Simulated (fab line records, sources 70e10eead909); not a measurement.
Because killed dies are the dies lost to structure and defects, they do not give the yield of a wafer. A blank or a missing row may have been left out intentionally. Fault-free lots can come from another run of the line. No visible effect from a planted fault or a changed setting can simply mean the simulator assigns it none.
Matching of chambers || flow nand-harc || NHARC_A_CHANNEL_FILL_D2_STRIP_28 on rie-diel-07 has 4 sister chambers
The step strips in O2, time 20 s. 22 wafers are shown with their chamber, then 11 later ones without.

## WAFERS PAIRED WITH THEIR CHAMBERS
{"wafer": "L075.1", "chamber": 0, "drypump-motor-current-A (A)": 5.4, "rf-vpp-V (V)": 59.2, "throttle-valve-pct (%)": 17.054}
{"wafer": "L075.3", "chamber": 0, "drypump-motor-current-A (A)": 5.4, "rf-vpp-V (V)": 58.0, "throttle-valve-pct (%)": 17.038}
{"wafer": "L075.5", "chamber": 3, "drypump-motor-current-A (A)": 5.2, "rf-vpp-V (V)": 58.7, "throttle-valve-pct (%)": 17.027}
{"wafer": "L076.1", "chamber": 0, "drypump-motor-current-A (A)": 5.4, "rf-vpp-V (V)": 58.4, "throttle-valve-pct (%)": 17.035}
{"wafer": "L076.4", "chamber": 1, "drypump-motor-current-A (A)": 5.8, "rf-vpp-V (V)": 57.0, "throttle-valve-pct (%)": 17.029}
{"wafer": "L076.5", "chamber": 0, "drypump-motor-current-A (A)": 5.3, "rf-vpp-V (V)": 58.6, "throttle-valve-pct (%)": 17.036}
{"wafer": "L077.2", "chamber": 0, "drypump-motor-current-A (A)": 5.4, "rf-vpp-V (V)": 58.1, "throttle-valve-pct (%)": 17.024}
{"wafer": "L077.4", "chamber": 3, "drypump-motor-current-A (A)": 5.2, "rf-vpp-V (V)": 57.9, "throttle-valve-pct (%)": 17.034}
{"wafer": "L077.6", "chamber": 0, "drypump-motor-current-A (A)": 5.4, "rf-vpp-V (V)": 58.7, "throttle-valve-pct (%)": 17.043}
{"wafer": "L078.1", "chamber": 3, "drypump-motor-current-A (A)": 5.3, "rf-vpp-V (V)": 59.0, "throttle-valve-pct (%)": 17.021}
{"wafer": "L078.2", "chamber": 2, "drypump-motor-current-A (A)": 6.3, "rf-vpp-V (V)": 57.5, "throttle-valve-pct (%)": 17.027}
{"wafer": "L078.3", "chamber": 0, "drypump-motor-current-A (A)": 5.4, "rf-vpp-V (V)": 59.2, "throttle-valve-pct (%)": 17.027}
{"wafer": "L083.1", "chamber": 3, "drypump-motor-current-A (A)": 5.2, "rf-vpp-V (V)": 59.1, "throttle-valve-pct (%)": 17.027}
{"wafer": "L083.2", "chamber": 1, "drypump-motor-current-A (A)": 5.7, "rf-vpp-V (V)": 58.0, "throttle-valve-pct (%)": 17.033}
{"wafer": "L083.6", "chamber": 2, "drypump-motor-current-A (A)": 6.3, "rf-vpp-V (V)": 57.5, "throttle-valve-pct (%)": 17.039}
{"wafer": "L085.1", "chamber": 2, "drypump-motor-current-A (A)": 6.3, "rf-vpp-V (V)": 57.5, "throttle-valve-pct (%)": 17.056}
{"wafer": "L085.4", "chamber": 0, "drypump-motor-current-A (A)": 5.4, "rf-vpp-V (V)": 58.6, "throttle-valve-pct (%)": 17.054}
{"wafer": "L085.5", "chamber": 0, "drypump-motor-current-A (A)": 5.4, "rf-vpp-V (V)": 56.5, "throttle-valve-pct (%)": 17.020}
{"wafer": "L084.2", "chamber": 3, "drypump-motor-current-A (A)": 5.2, "rf-vpp-V (V)": 58.8, "throttle-valve-pct (%)": 17.045}
{"wafer": "L084.3", "chamber": 2, "drypump-motor-current-A (A)": 6.3, "rf-vpp-V (V)": 56.9, "throttle-valve-pct (%)": 17.041}
{"wafer": "L084.6", "chamber": 0, "drypump-motor-current-A (A)": 5.4, "rf-vpp-V (V)": 57.8, "throttle-valve-pct (%)": 17.048}
{"wafer": "L086.1", "chamber": 2, "drypump-motor-current-A (A)": 6.3, "rf-vpp-V (V)": 59.0, "throttle-valve-pct (%)": 17.046}

SIGNATURES (means of the wafers above)
{"reading": "drypump-motor-current-A", "chamber 0": 5.390, "chamber 1": 5.750, "chamber 2": 6.300, "chamber 3": 5.220, "scatter within a chamber": 0.035}
{"reading": "rf-vpp-V", "chamber 0": 58.310, "chamber 1": 57.500, "chamber 2": 57.680, "chamber 3": 58.700, "scatter within a chamber": 0.724}
{"reading": "throttle-valve-pct", "chamber 0": 17.03790, "chamber 1": 17.03100, "chamber 2": 17.04180, "chamber 3": 17.03080, "scatter within a chamber": 0.0108}
Rule: a wafer's distance from a chamber is the root of the sum, over the readings, of the square of ((its reading less the chamber's mean) divided by the reading's scatter). The wafer belongs to the nearest chamber; if the next one is less than 2 further off, it can't be placed. The scatter: the root of (the sum of the squares of (reading less its chamber's mean) over the shown wafers, divided by (wafers less chambers)).

## WAFERS WITHOUT THEIR CHAMBER
{"wafer": "L086.2", "drypump-motor-current-A (A)": 5.4, "rf-vpp-V (V)": 57.7, "throttle-valve-pct (%)": 17.030}
{"wafer": "L086.5", "drypump-motor-current-A (A)": 6.3, "rf-vpp-V (V)": 58.9, "throttle-valve-pct (%)": 17.037}
{"wafer": "L091.2", "drypump-motor-current-A (A)": 5.4, "rf-vpp-V (V)": 57.2, "throttle-valve-pct (%)": 17.049}
{"wafer": "L091.3", "drypump-motor-current-A (A)": 5.7, "rf-vpp-V (V)": 58.0, "throttle-valve-pct (%)": 17.039}
{"wafer": "L091.4", "drypump-motor-current-A (A)": 6.3, "rf-vpp-V (V)": 58.4, "throttle-valve-pct (%)": 17.030}
{"wafer": "L092.2", "drypump-motor-current-A (A)": 5.7, "rf-vpp-V (V)": 58.8, "throttle-valve-pct (%)": 17.046}
{"wafer": "L092.3", "drypump-motor-current-A (A)": 5.3, "rf-vpp-V (V)": 59.3, "throttle-valve-pct (%)": 17.022}
{"wafer": "L092.4", "drypump-motor-current-A (A)": 5.2, "rf-vpp-V (V)": 56.6, "throttle-valve-pct (%)": 17.040}
{"wafer": "L095.1", "drypump-motor-current-A (A)": 5.2, "rf-vpp-V (V)": 58.3, "throttle-valve-pct (%)": 17.028}
{"wafer": "L095.2", "drypump-motor-current-A (A)": 6.3, "rf-vpp-V (V)": 58.8, "throttle-valve-pct (%)": 17.040}
{"wafer": "L095.5", "drypump-motor-current-A (A)": 5.7, "rf-vpp-V (V)": 57.2, "throttle-valve-pct (%)": 17.031}

## CHAMBER TAKEN BY EACH
{"wafer": "L086.2", "from the rows above": 0, "in truth": 0}
{"wafer": "L086.5", "from the rows above": 2, "in truth": 2}
{"wafer": "L091.2", "from the rows above": 0, "in truth": 0}
{"wafer": "L091.3", "from the rows above": 1, "in truth": 1}
{"wafer": "L091.4", "from the rows above": 2, "in truth": 2}
{"wafer": "L092.2", "from the rows above": 1, "in truth": 1}
{"wafer": "L092.3", "from the rows above": "can't be placed: 3 or 0", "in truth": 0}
{"wafer": "L092.4", "from the rows above": 3, "in truth": 3}
{"wafer": "L095.1", "from the rows above": 3, "in truth": 3}
{"wafer": "L095.2", "from the rows above": 2, "in truth": 2}
{"wafer": "L095.5", "from the rows above": 1, "in truth": 1}
Correctly placed: 10 of 11. Not placeable from these rows: 1 (in 1, the candidates include the true chamber). 0 placed wrongly.
